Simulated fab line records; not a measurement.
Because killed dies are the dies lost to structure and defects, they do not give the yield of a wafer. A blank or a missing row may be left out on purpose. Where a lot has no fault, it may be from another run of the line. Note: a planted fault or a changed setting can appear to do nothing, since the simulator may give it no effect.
Matching of chambers | flow n5Finfet | 4 sister chambers for N5_BEOL_M3_DESCUM_16 on rieDiel-03
The step chemistry O2, time 7 s. 4 wafers are shown with their chamber, then 10 later ones without.

## EACH WAFER AND ITS CHAMBER
wafer  | chamber | drypumpMotorCurrentA (A)
L088.4 | 0       | 4.9
L090.6 | 2       | 6.2
L091.2 | 1       | 6.1
L091.5 | 3       | 6.3

## WAFERS MISSING THEIR CHAMBER
wafer  | drypumpMotorCurrentA (A)
L091.6 | 6.1
L092.3 | 6.2
L092.5 | 6.2
L092.6 | 6.0
L093.2 | 6.3
L093.3 | 6.1
L093.4 | 4.9
L095.2 | 6.0
L095.5 | 4.9
L095.6 | 6.3

## THE CHAMBER EACH PASSED THROUGH
wafer  | from the rows above | in truth
L091.6 | 1                   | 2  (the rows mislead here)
L092.3 | 2                   | 2
L092.5 | 2                   | 2
L092.6 | 1                   | 1
L093.2 | 3                   | 3
L093.3 | 1                   | 1
L093.4 | 0                   | 0
L095.2 | 1                   | 1
L095.5 | 0                   | 0
L095.6 | 3                   | 3
Correct placement for 9 of the 10. From these rows, 0 cannot be placed. 1 placed wrongly.
How it was worked out, from the rows above alone: a wafer's distance from a chamber is the root of the sum, over the readings, of the square of ((its reading less the chamber's mean) divided by the reading's scatter). If the next closest chamber is less than 2 further off than the closest, the wafer can't be placed; otherwise it belongs to the closest. For every chamber, the mean is computed from those of its wafers that are shown. The scatter: root of mean squared gap, hidden wafer to nearest shown wafer, with one shown wafer a chamber.
